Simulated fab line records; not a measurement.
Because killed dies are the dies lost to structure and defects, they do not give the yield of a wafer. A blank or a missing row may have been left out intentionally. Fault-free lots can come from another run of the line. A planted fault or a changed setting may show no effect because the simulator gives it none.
fab line records -- flow n5_finfet
[record] lots = 4, wafers = 11, last_day = 15
route steps=1938 shown HKMG_FIN@436 GATE_CUT@465 BEOL_M4@1111 PASSIVATION@1936
lots with no fault: from the same line, run without faults
start_h: start of the lot's first displayed wafer, in hours after the record's first day -- wait_h: hours since the lot's step before -- " as in the row above -- L1.1+2: several wafers, shown together as one row -- - value missing, or start not given -- * or withheld: withheld -- < > ~ a bound
route shown NAME@n: a module of which the file shows steps, and the number in the route of the first -- usual: mean/standard deviation of fault-free wafers -- same: alike in all rows -- chamber/n: place in a boat -- sites: each site's reading -- _std_site: the standard deviation of these -- _edge_site: outer sites' mean less inner sites' -- radius_mm: for every site, how far away it sits from the centre of the wafer -- mask NAME#n: copy n -- behind: the most recent tool/chamber to have shaped the wafer -- hold: why the lot went on hold/how many hours it stayed there/how the hold came to an end -- device: the n, p or np transistor that did not switch -- end of line: the tests these same wafers got at the end of their route -- where a step has no rows: the recipe by itself -- killed: dies that structure and defects cost at the first sort, which is not the same as the wafer's yield -- map: dies across one wafer; x = killed, . = not, _ = none there
set.NAME: the setting that was run; set.NAME@STEP: the one run at that earlier step -- model.NAME: the simulator's own value behind a step, which no gauge read
a table for each step, a row for each wafer; lots at some steps of the route
services: when a tool's chamber went out of use (start_h, in hours from the record's first day, below 0 if earlier), for how many hours, and the reason
[[steps]]
[step N5_HKMG_FIN_STRIP_33]
[recipe] chemistry = N2/H2, temp_c = 40, n2_flow_sccm = 200, h2_flow_sccm = 200, rf_frequency_hz = 6e+07
[step N5_HKMG_FIN_STRIP_34]
[recipe] chemistry = CF4, resist = SiARC, power_w = 300, bias_power_w = 75, pressure_mtorr = 50, cf4_flow_sccm = 150, rf_frequency_hz = 6e+07
[step N5_HKMG_FIN_ETCH_35]
[recipe] chemistry = N2/H2, target = SOC, target_depth_a = 2158, ion_energy_ev = 65, bias_w = 5, source_w = 3000, time_s = 243.4, pressure_mtorr = 30, n2_flow_sccm = 200, h2_flow_sccm = 200
[step N5_HKMG_FIN_STRIP_92]
[recipe] chemistry = N2/H2, material = SOC, time_s = 20, power_w = 500, temp_c = 40, pressure_mtorr = 50, rf_frequency_hz = 6e+07, bias_power_w = 8, h2_frac = 0.5, n2_flow_sccm = 300, h2_flow_sccm = 300
[step N5_HKMG_FIN_WET_ETCH_18]
[recipe] chemistry = SC1, target = TiN, mix = 1:1:5, temp_c = *, time_s = 55, target_depth_nm = 5.2, dry = ipa_marangoni, rinse_time_s = 30, rinse_temp_c = 23
[step N5_HKMG_FIN_STRIP_19]
[recipe] chemistry = N2/H2, power_w = 2500, temp_c = 300, h2_frac = 0.65, time_s = 360, pressure_mtorr = withheld, n2_flow_sccm = 1750, h2_flow_sccm = 3250
[step N5_HKMG_FIN_ALD_91]
[recipe] material = TiN, target_thk_a = 10, temp_c = 400, ald_precursor_family = TiCl4, ald_co_reactant = NH3, pulse_time_s = 1, purge_time_s = 3, co_reactant_purge_time_s = 2, co_reactant_pulse_time_s = 2, ald_cycles = 47, pressure_torr = 3
[step N5_HKMG_FIN_COAT_85]
[recipe] resist = SOC, temp_c = 250, time_s = 60, spin_rpm = 1500, resist_thk_nm = 300
[step N5_HKMG_FIN_ETCH_86]
[recipe] chemistry = N2/H2, target = SOC, target_depth_a = 3932, stop_on = TiN, ion_energy_ev = 100, bias_w = 61, pressure_mtorr = 30, source_w = 850, n2_flow_sccm = 200, h2_flow_sccm = 200
[step N5_HKMG_FIN_STRIP_89]
[recipe] chemistry = N2/H2, material = SOC, time_s = 20, power_w = 500, temp_c = 40, pressure_mtorr = 50, rf_frequency_hz = 6e+07, bias_power_w = 8, h2_frac = 0.5, n2_flow_sccm = 300, h2_flow_sccm = 300
[step N5_HKMG_FIN_WET_ETCH_87]
[recipe] chemistry = SC1, target = TiN, mix = 1:2:40, temp_c = 50, time_s = 154.2, target_depth_nm = 4.7, dry = ipa_marangoni, rinse_time_s = 30, rinse_temp_c = 23
[step N5_HKMG_FIN_STRIP_88]
[recipe] chemistry = N2/H2, power_w = 2500, temp_c = 300, h2_frac = 0.65, time_s = 360, pressure_mtorr = withheld, n2_flow_sccm = 1750, h2_flow_sccm = 3250
[step N5_HKMG_FIN_NWFM_ALD_20]
[recipe] material = TiAlC, target_thk_a = 20, temp_c = 300, ald_precursor_family = TiCl4, ald_co_reactant = TEA, pulse_time_s = 3, purge_time_s = 2, co_reactant_purge_time_s = 2, co_reactant_pulse_time_s = 10, ald_cycles = 7, pressure_torr = 3
[usual] ald_cycles = 7/0, heater_power_w = 496/51, precursor_pulse_height_rel = 1.000/0.018
[same] co_reactant_pulse_time_s = 10
lot.wafer,tool,chamber,start_h,wait_h,ald_cycles,heater_power_w,precursor_pulse_height_rel
L431.1,ald_metal-04,3,119.96,0.3,7,535,1.023
L431.3,ald_metal-04,0,119.96,0.3,7,551,0.983
L431.5,ald_metal-04,0,119.96,0.3,7,569,0.997
L432.1,ald_metal-04,3,124.38,0.3,7,528,0.995
L432.4,ald_metal-04,1,124.38,0.3,6,578,1.001
L432.5,ald_metal-04,3,124.38,0.3,7,525,1.003
L436.2,ald_metal-04,1,148.09,0.3,6,574,1.012
L436.6,ald_metal-04,2,148.09,0.3,7,431,0.985
L439.2,ald_metal-03,2,171.02,0.3,7,502,1.019
L439.3,ald_metal-03,3,171.02,0.3,7,431,1.025
L439.5,ald_metal-03,2,171.02,0.3,7,511,0.963
[step N5_HKMG_FIN_ALD_71]
[recipe] material = TiN, target_thk_a = 10, temp_c = 400, ald_precursor_family = TiCl4, ald_co_reactant = NH3, pulse_time_s = 1, purge_time_s = 3, co_reactant_purge_time_s = 2, co_reactant_pulse_time_s = 2, ald_cycles = 47, pressure_torr = 3
[step N5_HKMG_FIN_COAT_66]
[recipe] resist = SOC, temp_c = 250, time_s = 60, spin_rpm = 1500, resist_thk_nm = 300
[step N5_HKMG_FIN_ETCH_67]
[recipe] chemistry = N2/H2, target = SOC, target_depth_a = 3889, stop_on = TiN, ion_energy_ev = 100, bias_w = 61, pressure_mtorr = 30, source_w = 850, n2_flow_sccm = 200, h2_flow_sccm = 200
[step N5_HKMG_FIN_STRIP_90]
[recipe] chemistry = N2/H2, material = SOC, time_s = 20, power_w = 500, temp_c = 40, pressure_mtorr = 50, rf_frequency_hz = 6e+07, bias_power_w = 8, h2_frac = 0.5, n2_flow_sccm = 300, h2_flow_sccm = 300
[step N5_HKMG_FIN_WET_ETCH_73]
[recipe] chemistry = SC1, mix = 1:2:40, temp_c = 50, time_s = 42.3, target_depth_nm = 1.3, dry = ipa_marangoni, rinse_time_s = 30, rinse_temp_c = 23
[step N5_HKMG_FIN_ETCHBACK_68]
[recipe] chemistry = Cl2/Ar, stop_on = HfO2, target_depth_a = 5, pressure_mtorr = 10, icp_w = 600, bias_w = 60, Cl2_flow_sccm = 40, Ar_flow_sccm = 60
[step N5_HKMG_FIN_STRIP_69]
[recipe] chemistry = N2/H2, power_w = 2500, temp_c = 300, h2_frac = 0.65, time_s = 360, pressure_mtorr = withheld, n2_flow_sccm = 1750, h2_flow_sccm = 3250
[step N5_HKMG_FIN_ALD_21]
[recipe] material = TiN, target_thk_a = 15, temp_c = 400, ald_precursor_family = TiCl4, ald_co_reactant = NH3, pulse_time_s = 1, purge_time_s = 3, co_reactant_purge_time_s = 2, co_reactant_pulse_time_s = 2, ald_cycles = 68, pressure_torr = 3
[step N5_HKMG_FIN_ALD_72]
[recipe] material = W, target_thk_a = 20, temp_c = 300, pressure_torr = 7.5, ald_precursor_family = WF6, ald_co_reactant = B2H6, pulse_time_s = 1, purge_time_s = 2, co_reactant_purge_time_s = 2, co_reactant_pulse_time_s = 3, ald_cycles = 7
[step N5_HKMG_FIN_W_FILL_22]
[recipe] material = W, target_thk_a = 600, temp_c = 400, pressure_torr = 39.4, time_s = 18.2
[step N5_HKMG_FIN_PRECLEAN_83]
[recipe] chemistry = DIW, time_s = 57.5, temp_c = 23
[step N5_HKMG_FIN_SRD_84]
[recipe] dry_time_s = 32, dry = n2_spin, spin_rpm = 1500
[step N5_HKMG_FIN_CMP_23]
[recipe] stop_on = SiNx, t_overpolish_s = 10, post_cmp_clean = rinse_only, down_force_psi = 4, platen_rpm = 50.289, pad_velocity_m_s = 1.0006, target_thk_nm = 46.326
[step N5_HKMG_FIN_CMP_94]
[recipe] stop_on = SiNx, post_cmp_clean = w_dilute_nh4oh, t_overpolish_s = 4.7, down_force_psi = 4, platen_rpm = 50.289, pad_velocity_m_s = 1.0006, target_thk_nm = 43.299
[step N5_GATE_CUT_ETCHBACK_00]
[recipe] chemistry = SF6/Cl2, target = W, pressure_mtorr = 8, icp_w = 900, bias_w = 80, SF6_flow_sccm = 40, Cl2_flow_sccm = 60
[step N5_GATE_CUT_ETCH_56]
[recipe] chemistry = Cl2/Ar, target = TiN, target_depth_a = 216, pressure_mtorr = 10, icp_w = 600, bias_w = 60, Cl2_flow_sccm = 40, Ar_flow_sccm = 60
[step N5_GATE_CUT_ETCHBACK_30]
[recipe] chemistry = Cl2/Ar, target = TiN, target_depth_a = 30, mode = isotropic, pressure_mtorr = 10, icp_w = 600, bias_w = 60, Cl2_flow_sccm = 40, Ar_flow_sccm = 60
[step N5_GATE_CUT_VAPOR_ETCH_60]
[recipe] chemistry = BCl3/Cl2, target = HfO2, mode = isotropic
[step N5_GATE_CUT_ETCH_58]
[recipe] chemistry = CH3F/O2, target = SiNx, target_depth_a = 170, time_s = 128.6, ion_energy_ev = 50, pressure_mtorr = 30, source_w = 415, bias_w = 21, Ar_flow_sccm = 150, CH3F_flow_sccm = 30, O2_flow_sccm = 20
[step N5_GATE_CUT_STRIP_59]
[recipe] chemistry = N2/H2, time_s = 20, power_w = 100, temp_c = 40, pressure_mtorr = 100, rf_frequency_hz = 6e+07, bias_power_w = 3, n2_flow_sccm = 300, h2_flow_sccm = 300
[step N5_GATE_CUT_PRECLEAN_31]
[recipe] temp_c = 23, chemistry = DIW, time_s = 300
[step N5_GATE_CUT_SRD_32]
[recipe] time_s = 30, temp_c = 23, rinse_liquid = diw, dry = ipa_marangoni
[step N5_GATE_CUT_SAC_CAP_01]
[recipe] material = SiNx, target_thk_a = 240, temp_c = 400, ald_precursor_family = SiH2I2, ald_co_reactant = N2/H2-plasma, pulse_time_s = 1, ald_cycles = 480, purge_time_s = 2, co_reactant_purge_time_s = 2, pressure_torr = 2
[step N5_GATE_CUT_PECVD_57]
[recipe] material = SiNx, target_thk_a = 210, temp_c = 400, precursor = SiH4/NH3/N2, pressure_torr = 1.5, rf_w = 300
[step N5_GATE_CUT_CMP_02]
[recipe] stop_on = SiO2, t_overpolish_s = 12.7, post_cmp_clean = alkaline_brush, down_force_psi = 2.5, platen_rpm = 51.8, pad_velocity_m_s = 1.0307, target_thk_nm = 0
[step N5_GATE_CUT_HM_DEP_46]
[recipe] material = SiO2, target_thk_a = 1300, temp_c = 400, precursor = TEOS/O2, pressure_torr = 6.5, rf_w = 900, teos_flow_sccm = 161.4, gas = O2, flow_sccm = 2650, time_s = 26.6
[step N5_BEOL_M4_RC_MEAS_101]
[usual] DIBL_N = 36.4/1.5, DIBL_P = 36.4/1.6, IOFF_N = 0.164/0.025, IOFF_N_85C = 3.2/0.39, IOFF_N_LIN = 0.075/0.0096, IOFF_N_LONG = 5.55e-05/2.1e-06, IOFF_P = 0.214/0.028, IOFF_P_LONG = 0.000104/7.3e-06, ION_N = 675/9.9, ION_P = 463/6.5, SS_N = 71.5/0.5, SS_P = 73.3/0.56, VT_N = 249.2/2.7, VT_N_LONG = 274.8/2.2, VT_N_LVT = 98.0/2.9, VT_P = -250.1/2.8, VT_P_LONG = -275.3/2.8
lot.wafer,tool,chamber,start_h,wait_h,DIBL_N[mV/V],DIBL_P[mV/V],IOFF_N[nA/um],IOFF_N_85C[nA/um],IOFF_N_LIN[nA/um],IOFF_N_LONG[nA/um],IOFF_P[nA/um],IOFF_P_LONG[nA/um],ION_N[uA/um],ION_P[uA/um],SS_N[mV/dec],SS_P[mV/dec],VT_N[mV],VT_N_LONG[mV],VT_N_LVT[mV],VT_P[mV],VT_P_LONG[mV]
L432.1,prober-01,0,213.64,0.0,35.2,37.3,0.144,2.9,0.067,5.3e-05,0.237,0.000115,664,468,71.5,73.5,250.2,279.2,102.9,-246.9,-272.2
L432.4,prober-01,0,213.64,0.0,36.0,38.1,0.075,1.7,0.034,3.5e-05,0.296,0.000143,621,476,71.5,73.6,270.9,298.5,123.0,-239.7,-262.4
L432.5,prober-01,0,213.64,0.0,34.1,35.8,0.127,2.6,0.061,5.43e-05,0.208,0.000117,657,460,71.7,73.1,253.1,277.8,104.8,-248.0,-268.0
L431.1,prober-01,0,214.57,1.0,38.6,38.6,0.208,4.0,0.093,5.68e-05,0.250,0.000106,691,465,71.9,73.4,247.3,274.7,93.6,-245.6,-274.7
L431.3,prober-01,0,214.57,1.0,37.5,37.5,0.178,3.5,0.084,5.71e-05,0.220,0.000104,684,469,71.7,73.3,248.2,271.4,94.6,-250.6,-274.9
L431.5,prober-01,0,214.57,1.0,37.3,37.2,0.177,3.5,0.084,5.7e-05,0.221,0.000104,683,465,71.4,73.1,245.7,273.5,94.3,-248.5,-275.3
L436.2,prober-01,0,241.35,0.2,36.5,38.1,0.079,1.7,0.036,3.36e-05,0.260,0.000111,619,465,72.0,73.8,270.1,298.7,118.6,-247.1,-270.5
L436.6,prober-01,0,241.35,0.2,34.6,35.4,0.134,2.7,0.063,5.32e-05,0.181,9.8e-05,664,459,71.7,73.1,254.2,278.6,100.2,-251.2,-279.3
L439.2,prober-02,0,265.09,0.2,36.7,35.9,0.172,3.3,0.076,5.44e-05,0.212,9.4e-05,678,460,71.6,73.2,250.0,276.1,98.3,-252.2,-278.1
L439.3,prober-02,0,265.09,0.2,35.6,34.0,0.149,3.0,0.069,5.46e-05,0.185,9.5e-05,679,466,71.0,72.5,251.9,276.0,99.4,-249.8,-282.6
L439.5,prober-02,0,265.09,0.2,35.6,34.0,0.141,2.9,0.066,5.36e-05,0.182,9.4e-05,669,457,71.2,72.2,252.1,277.8,101.3,-252.6,-278.5
[step N5_PASSIVATION_PROBE_49]
[usual] defect_limited_yield = 91.1/1.4, killed_at_M0_to_M3 = 35/8.7, killed_at_M4_up = 14/5.3, killed_at_contacts = 12/6.2, killed_at_front_end = 41/12, killed_at_other = 3.4/2.6, killed_dies = 105/16, killed_open = 67/13, killed_short = 36/7.3, sort_bin_5_function = 5.2/0.96, sort_bin_6_memory = 3.3/0.6, sort_bin_8_speed = 0/0, sort_n_pass = 1075/16, sort_yield_pct = 91.1/1.4
[same] gross_dies = 1180, killed_at_back_side = 0, sort_bin_4_leakage[%] = 0
lot.wafer,tool,chamber,start_h,wait_h,defect_limited_yield[%],killed_at_M0_to_M3,killed_at_M4_up,killed_at_contacts,killed_at_front_end,killed_at_other,killed_dies,killed_open,killed_short,sort_bin_5_function[%],sort_bin_6_memory[%],sort_bin_8_speed[%],sort_n_pass,sort_yield_pct[%]
L431.1,prober-01,-,315.18,0.0,91.5,34,8,5,48,5,100,51,49,5.0,3.1,0,1080,91.5
L431.3,prober-01,-,315.28,0.1,91.3,45,8,10,37,3,103,69,34,5.5,2.9,0,1077,91.3
L431.5,prober-01,-,315.38,0.2,89.8,32,9,15,63,1,120,76,43,6.4,3.5,0,1060,89.8
L432.1,prober-01,-,318.63,0.0,91.9,23,14,10,46,3,96,62,30,5.3,2.5,0,1084,91.9
L432.4,prober-01,-,318.78,0.2,91.0,28,14,6,55,3,106,65,38,4.9,3.7,22.54,808,68.5
L432.5,prober-01,-,318.83,0.2,90.2,33,18,14,45,6,116,77,36,5.9,3.6,0,1064,90.2
L436.2,prober-02,-,347.96,0.2,88.8,42,12,10,64,4,132,81,50,6.9,3.9,26.95,730,61.9
L436.6,prober-02,-,348.16,0.4,92.0,43,17,7,24,3,94,59,30,4.0,3.6,0,1086,92.0
L439.2,prober-02,-,368.35,0.1,90.9,33,19,17,32,6,107,78,29,4.8,4.1,0,1073,90.9
L439.3,prober-02,-,368.40,0.1,90.8,40,27,10,28,4,109,76,32,5.3,3.3,0,1071,90.8
L439.5,prober-02,-,368.50,0.2,92.5,20,12,10,42,4,88,60,28,5.1,2.4,0,1092,92.5
// killed by level:class
L431.1 BEOL_M0_SAQP:geometric_particle:short=12 FIN_SAQP:geometric_particle:open=11 BEOL_M0_SAQP:geometric_particle:open=7 DUMMY_GATE:geometric_particle:open=5 ILD0:geometric_particle:short=5 GATE_CUT:geometric_particle:short=5 STI_FIN_REVEAL:geometric_particle:open=4 MOL_CONTACT_COAG:geometric_particle:open=4
L431.3 BEOL_M0_SAQP:geometric_particle:open=15 BEOL_M0_SAQP:geometric_particle:short=12 BEOL_M2:geometric_particle:open=11 STI_FIN_REVEAL:geometric_particle:open=10 MOL_CONTACT_COAG:geometric_particle:open=5 MOL_CONTACT_COAG:geometric_particle:short=5 STARTING-WAFER:geometric_particle:short=5 BEOL_M5:geometric_particle:open=4
L431.5 STI_FIN_REVEAL:geometric_particle:open=19 BEOL_M0_SAQP:geometric_particle:short=11 BEOL_M0_SAQP:geometric_particle:open=11 FIN_SAQP:geometric_particle:open=10 MOL_CONTACT_COAG:geometric_particle:open=10 STI_FIN_REVEAL:geometric_particle:short=8 FIN_SAQP:geometric_particle:short=6 MOL_CONTACT_COAG:geometric_particle:short=5
L432.1 FIN_SAQP:geometric_particle:short=14 FIN_SAQP:geometric_particle:open=8 DUMMY_GATE:geometric_particle:open=8 BEOL_M0_SAQP:geometric_particle:open=8 MOL_CONTACT_COAG:geometric_particle:open=7 BEOL_M0_SAQP:geometric_particle:short=5 STARTING-WAFER:geometric_particle:open=5 STI_FIN_REVEAL:geometric_particle:open=4
L432.4 FIN_SAQP:geometric_particle:open=19 FIN_SAQP:geometric_particle:short=11 BEOL_M1:geometric_particle:short=7 STI_FIN_REVEAL:geometric_particle:open=6 MOL_CONTACT_COAG:geometric_particle:open=6 BEOL_M1:geometric_particle:open=4 BEOL_M2:geometric_particle:open=4 BEOL_M2:geometric_particle:short=4
L432.5 STI_FIN_REVEAL:geometric_particle:open=12 MOL_CONTACT_COAG:geometric_particle:open=10 BEOL_M2:geometric_particle:open=9 FIN_SAQP:geometric_particle:short=7 FIN_SAQP:geometric_particle:open=7 BEOL_M3:geometric_particle:open=7 BEOL_M3:geometric_particle:short=6 BEOL_M4:geometric_particle:open=6
L436.2 FIN_SAQP:geometric_particle:open=29 BEOL_M0_SAQP:geometric_particle:short=15 FIN_SAQP:geometric_particle:short=13 MOL_CONTACT_COAG:geometric_particle:open=8 BEOL_M3:geometric_particle:open=8 BEOL_M0_SAQP:geometric_particle:open=7 BEOL_M2:geometric_particle:open=6 BEOL_M4:geometric_particle:open=6
L436.6 BEOL_M3:geometric_particle:open=8 GATE_CUT:geometric_particle:short=7 GATE_CUT:geometric_particle:open=7 MOL_CONTACT_COAG:geometric_particle:open=7 BEOL_M0_SAQP:geometric_particle:short=7 BEOL_M2:geometric_particle:open=7 BEOL_M0_SAQP:geometric_particle:open=5 FIN_SAQP:geometric_particle:short=4
L439.2 MOL_CONTACT_COAG:geometric_particle:open=15 BEOL_M3:geometric_particle:open=9 FIN_SAQP:geometric_particle:open=7 BEOL_M0:geometric_particle:open=7 DUMMY_GATE:geometric_particle:open=6 BEOL_M4:geometric_particle:open=6 STI_FIN_REVEAL:geometric_particle:open=5 BEOL_M0_SAQP:geometric_particle:short=4
L439.3 BEOL_M4:geometric_particle:open=15 MOL_CONTACT_COAG:geometric_particle:open=8 BEOL_M3:geometric_particle:open=7 BEOL_M0_SAQP:geometric_particle:short=7 DUMMY_GATE:geometric_particle:open=6 BEOL_M2:geometric_particle:open=6 BEOL_M4:geometric_particle:short=6 STI_FIN_REVEAL:geometric_particle:open=5
L439.5 FIN_SAQP:geometric_particle:open=15 FIN_SAQP:geometric_particle:short=7 MOL_CONTACT_COAG:geometric_particle:open=7 BEOL_M3:geometric_particle:open=6 STARTING-WAFER:geometric_particle:open=6 STI_FIN_REVEAL:geometric_particle:open=5 BEOL_M1:geometric_particle:short=5 BEOL_M4:geometric_particle:open=4
// map L432.5 (x killed, . not)
_________________..x.....x.x.________________
______________...x.............._____________
___________.x...x.......x..........__________
__________.x.x....................x._________
________x....xx........x.............._______
_______........x.............x.x......x______
______.............x.........x.........._____
_____.....x.x........x.x..x..............____
____............................x....x....___
___...........x..............x.x...........__
___......................x......x..........__
__...x..x.xx.....x.........x.x..x..........._
__...xx..x..x.........x.............x.x....._
_..x....x..x......x..........................
_............x..............x........x.......
_............x.................x.x...........
_..................x..................x.....x
_...x.....x...x..x.........x.................
_...........x..........................x.x...
_..x...................xx....................
_.......x......................x.............
__.....x......................x........xxx.._
__..x..........x............................_
___.x....x............x.............x......__
___...x.............x.............x........__
____xx............................x.......___
_____x...............x......x............____
______..x.....x......x.....x......x....._____
_______x..x.......x..x.................______
________.xx......x........x....x......_______
__________..x.......x.....x.x......._________
___________......x..x........x.....__________
______________.................x_____________
_________________......x.....________________
// map L436.2 (x killed, . not)
_________________......x.....________________
______________........x........._____________
___________.......xx.......x..x..xx__________
__________x..x......................_________
________.x...........x..........x....._______
_______....xx...................x..x...______
______..x......x..x.x..................._____
_____............x.........x.............____
____................x............xx.xx.x.x___
___...x.......x...........x.........x......__
___.....x.............x.........x.........x__
__.x..x.............x.x..........x.x....x..._
__..........xx..........x..x.....x.........._
_.xx.x...x..x.............x.......x..........
_............x...x.....x......x.......x..x...
_...................x.............x.....x....
_....x.....x.........x...x....xx......x......
_...x........................................
_.........................................x..
_.......x...x.............................x..
_..............x..........x................x.
__.....xx.x.x....................x.........._
__............x............x..............x._
___.......xx..........xx..x...........x.x..__
___............x..x....xx..x........x......__
____..........x.................x.........___
_____....x.x..........................x..____
______..xx.x..x...........x............._____
_______....x..x........................______
________......x..............x.......x_______
__________....x.....x.x........x.x.._________
___________.x.x...........x....x...__________
______________...xx.x..........._____________
_________________......xx.x..________________
[[services]]
tool,chamber,start_h,hours,kind
ald_metal-04,0,124.71,31.1,repair
[[key]]
[first_sign] step = N5_HKMG_FIN_NWFM_ALD_20, reading = ald_cycles, direction = down, sigmas = 99+, usual = *, struck = *
[effect] step = N5_BEOL_M4_RC_MEAS_101, reading = VT_N_LONG, direction = up, sigmas = 11, usual = 274.8, struck = 298.6
[effect] step = N5_BEOL_M4_RC_MEAS_101, reading = IOFF_N_LONG, direction = down, sigmas = 10, usual = 5.55e-05, struck = 3.43e-05
[effect] step = N5_BEOL_M4_RC_MEAS_101, reading = VT_N, direction = up, sigmas = 8, usual = 249.2, struck = 270.5
[effect] step = N5_BEOL_M4_RC_MEAS_101, reading = VT_N_LVT, direction = up, sigmas = 7.8, usual = 98.0, struck = 120.8
[effect] step = N5_BEOL_M4_RC_MEAS_101, reading = ION_N, direction = down, sigmas = 5.6, usual = 675, struck = 620
[effect] step = N5_BEOL_M4_RC_MEAS_101, reading = IOFF_N_LIN, direction = down, sigmas = 4.2, usual = 0.075, struck = 0.035
[effect] step = N5_BEOL_M4_RC_MEAS_101, reading = IOFF_N_85C, direction = down, sigmas = 3.8, usual = 3.2, struck = 1.7
[effect] step = N5_BEOL_M4_RC_MEAS_101, reading = IOFF_N, direction = down, sigmas = 3.5, usual = 0.164, struck = 0.077
[effect] step = N5_BEOL_M4_RC_MEAS_101, reading = VT_P_LONG, direction = up, sigmas = 3.1, usual = -275.3, struck = -266.5
[effect] step = N5_BEOL_M4_RC_MEAS_101, reading = IOFF_P_LONG, direction = up, sigmas = 3.1, usual = 0.000104, struck = 0.000127
[effect] step = N5_PASSIVATION_PROBE_49, reading = sort_bin_8_speed, direction = up, sigmas = 99+, usual = 0, struck = 24.75
met_at N5_HKMG_FIN_NWFM_ALD_20
struck_wafers L432.4,L436.2
onset_between 119.96 124.38
[fault] kind = process_parameter_drift, tool = ald_metal-04, chamber = -, onset_h = 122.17, steps = N5_HKMG_FIN_NWFM_ALD_20, channel = ald_cycles, offset = *, shape = step, end_h = 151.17, scope = struck_wafers_only, acts_in = *, stated = *
